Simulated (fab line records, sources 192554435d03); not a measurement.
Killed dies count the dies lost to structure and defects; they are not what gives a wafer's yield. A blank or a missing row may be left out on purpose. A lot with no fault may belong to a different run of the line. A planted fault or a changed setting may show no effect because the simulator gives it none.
Matching of chambers | flow n5-finfet | N5_BEOL_M7_ETCH_66 on rie-diel-01 has 4 sister chambers
The step etches SOC in N2/H2, target depth 80 nm, overetch 16 nm, time 120 s. 16 wafers are shown with their chamber, then 8 later ones without.

## WAFERS WITH THEIR CHAMBER
wafer  | chamber | showerhead-plenum-p-Torr (Torr) | throttle-valve-pct (%) | rf-vpp-V (V)
L074.2 | 1       | 2.70                            | 17.51                  | 528.5
L074.5 | 1       | 2.70                            | 17.51                  | 529.0
L074.6 | 0       | 2.61                            | 18.05                  | 525.4
L075.3 | 1       | 2.70                            | 17.51                  | 529.1
L075.4 | 1       | 2.70                            | 17.51                  | 528.7
L075.5 | 2       | 2.64                            | 18.28                  | 526.7
L081.1 | 3       | 2.61                            | 17.41                  | 524.7
L081.4 | 1       | 2.69                            | 17.54                  | 527.7
L081.6 | 3       | 2.61                            | 17.43                  | 524.9
L087.2 | 1       | 2.69                            | 17.53                  | 527.9
L087.5 | 0       | 2.61                            | 17.68                  | 524.8
L087.6 | 1       | 2.69                            | 17.57                  | 528.1
L088.2 | 1       | 2.69                            | 17.58                  | 528.5
L088.3 | 3       | 2.60                            | 17.42                  | 525.3
L088.5 | 0       | 2.60                            | 17.68                  | 523.5
L089.2 | 3       | 2.60                            | 17.45                  | 525.9

SIGNATURES, as means of the wafers listed above
reading                  | chamber 0 | chamber 1 | chamber 2 | chamber 3 | scatter within a chamber
showerhead-plenum-p-Torr | 2.6067    | 2.6950    | 2.6400    | 2.6050    | 0.00553
throttle-valve-pct       | 17.8033   | 17.5325   | 18.2800   | 17.4275   | 0.0903
rf-vpp-V                 | 524.567   | 528.438   | 526.700   | 525.200   | 0.613
Rule: for a wafer and a chamber, the distance is found by dividing, reading by reading, the gap between the wafer's reading and the chamber's mean by the reading's scatter, squaring, summing and taking the root. The wafer belongs to the nearest chamber; if the next one is less than 2 further off, it can't be placed. How the scatter is found: for the shown wafers, subtract from each reading the mean of its chamber, square and add these, divide the total by (wafers less chambers), then take the root.

## WAFERS WHOSE CHAMBER IS MISSING
wafer  | showerhead-plenum-p-Torr (Torr) | throttle-valve-pct (%) | rf-vpp-V (V)
L089.3 | 2.63                            | 18.31                  | 525.8
L089.6 | 2.60                            | 17.45                  | 526.2
L095.1 | 2.60                            | 17.69                  | 527.3
L095.3 | 2.68                            | 17.59                  | 527.0
L095.4 | 2.59                            | 17.47                  | 526.4
L096.2 | 2.59                            | 17.48                  | 524.5
L096.3 | 2.68                            | 17.58                  | 526.9
L096.6 | 2.60                            | 17.72                  | 525.7

## THE CHAMBER EACH PASSED THROUGH
wafer  | from the rows above     | in truth
L089.3 | 2                       | 2
L089.6 | 3                       | 3
L095.1 | can't be placed: 3 or 0 | 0
L095.3 | 1                       | 1
L095.4 | 3                       | 3
L096.2 | can't be placed: 3 or 0 | 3
L096.3 | 1                       | 1
L096.6 | can't be placed: 0 or 3 | 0
Correct placement for 5 of the 8. These rows do not allow placing 3 (true chamber among the candidates in 3). 0 placed wrongly.
